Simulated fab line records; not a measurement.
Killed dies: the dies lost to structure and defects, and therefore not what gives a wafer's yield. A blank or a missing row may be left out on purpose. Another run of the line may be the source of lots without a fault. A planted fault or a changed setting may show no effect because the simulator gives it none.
Chamber matching || flow n5_finfet || N5_DUMMY_GATE_ETCH_36 on rie_diel-02 has 4 sister chambers
The step etches SiARC in CF4, target depth 13 nm. 4 wafers are shown with their chamber, then 11 later ones without.

## WAFERS, EACH WITH ITS CHAMBER
{"wafer": "L078.3", "chamber": 3, "showerhead_plenum_p_Torr (Torr)": 2.26}
{"wafer": "L084.4", "chamber": 2, "showerhead_plenum_p_Torr (Torr)": 2.11}
{"wafer": "L084.5", "chamber": 1, "showerhead_plenum_p_Torr (Torr)": 2.14}
{"wafer": "L086.1", "chamber": 0, "showerhead_plenum_p_Torr (Torr)": 2.14}

## WAFERS MISSING THEIR CHAMBER
{"wafer": "L086.3", "showerhead_plenum_p_Torr (Torr)": 2.26}
{"wafer": "L086.4", "showerhead_plenum_p_Torr (Torr)": 2.14}
{"wafer": "L088.3", "showerhead_plenum_p_Torr (Torr)": 2.14}
{"wafer": "L088.4", "showerhead_plenum_p_Torr (Torr)": 2.26}
{"wafer": "L088.5", "showerhead_plenum_p_Torr (Torr)": 2.14}
{"wafer": "L093.3", "showerhead_plenum_p_Torr (Torr)": 2.10}
{"wafer": "L093.4", "showerhead_plenum_p_Torr (Torr)": 2.26}
{"wafer": "L093.6", "showerhead_plenum_p_Torr (Torr)": 2.11}
{"wafer": "L096.2", "showerhead_plenum_p_Torr (Torr)": 2.10}
{"wafer": "L096.3", "showerhead_plenum_p_Torr (Torr)": 2.14}
{"wafer": "L096.4", "showerhead_plenum_p_Torr (Torr)": 2.25}

## WHICH CHAMBER EACH ONE RAN IN
{"wafer": "L086.3", "from the rows above": 3, "in truth": 3}
{"wafer": "L086.4", "from the rows above": "can't be placed: 0 or 1", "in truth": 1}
{"wafer": "L088.3", "from the rows above": "can't be placed: 0 or 1", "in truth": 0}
{"wafer": "L088.4", "from the rows above": 3, "in truth": 3}
{"wafer": "L088.5", "from the rows above": "can't be placed: 0 or 1", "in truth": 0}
{"wafer": "L093.3", "from the rows above": 2, "in truth": 2}
{"wafer": "L093.4", "from the rows above": 3, "in truth": 3}
{"wafer": "L093.6", "from the rows above": 2, "in truth": 2}
{"wafer": "L096.2", "from the rows above": 2, "in truth": 2}
{"wafer": "L096.3", "from the rows above": "can't be placed: 0 or 1", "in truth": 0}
{"wafer": "L096.4", "from the rows above": 3, "in truth": 3}
7 of 11 placed correctly. Unplaceable from these rows: 4, with the true chamber sitting among the candidates in 4. Number placed wrongly: 0.
How it was worked out, from the rows above alone: a wafer's distance from a chamber is the root of the sum, over the readings, of the square of ((its reading less the chamber's mean) divided by the reading's scatter). If the next closest chamber is less than 2 further off than the closest, the wafer can't be placed; otherwise it belongs to the closest. The mean given for a chamber averages the wafers shown for that chamber. The scatter: with one shown wafer a chamber, the root of the mean of the squares of how far each hidden wafer lies from its nearest shown one.
